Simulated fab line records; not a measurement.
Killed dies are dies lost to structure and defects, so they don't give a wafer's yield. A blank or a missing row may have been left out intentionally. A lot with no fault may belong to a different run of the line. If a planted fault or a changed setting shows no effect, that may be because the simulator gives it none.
Which tool did it? -- flow n5Finfet -- 36 wafers sampled from 12 lots at 1 step of a route of 1938

WHAT THE GAUGES SHOWED, per wafer
N5_BEOL_M8_INSPECT_13: inspects for defects (brightfield).
lot,measured,on,rawDefectCount
L074,day 10 22:55,defectInspect-02,451 448 595
L077,day 11 06:38,defectInspect-01,364 362 364
L080,day 12 03:33,defectInspect-02,312 363 368
L081,day 12 03:53,defectInspect-01,314 336 338
L083,day 13 04:48,defectInspect-01,616 284 386
L086,day 13 17:46,defectInspect-02,512 557 523
L085,day 13 19:20,defectInspect-02,575 402 397
L091,day 15 00:40,defectInspect-01,275 429 366
L088,day 15 04:37,defectInspect-01,377 616 379
L094,day 15 15:37,defectInspect-02,363 532 480
L095,day 16 06:58,defectInspect-01,289 421 426
L097,day 16 12:28,defectInspect-01,326 243 313

WHICH TOOL RAN EACH LOT (tool, then ch and the chambers of the sampled wafers, then the start)
There is no process step in the record ahead of these readings.

THE ANSWER, worked out from the rows above alone
Rule: the lots themselves supply what counts as usual. Put in order of their means at a reading, lots are off if they are a third of the lots or fewer, leave a main group of 4 or more, and stand apart from it by a gap of 3 or more times the standard deviation of the main group's means; of several such gaps the widest counts. Not used: any main group whose means are identical at the precision the tables above print for the reading. Also off: a lot with no number at a reading for which 4 or more lots have one. All remaining lots with rows at the step are treated as sound.
None of the lots is off at any reading shown; this tells nothing.

WHAT HAD BEEN PUT IN BY THE SIMULATOR
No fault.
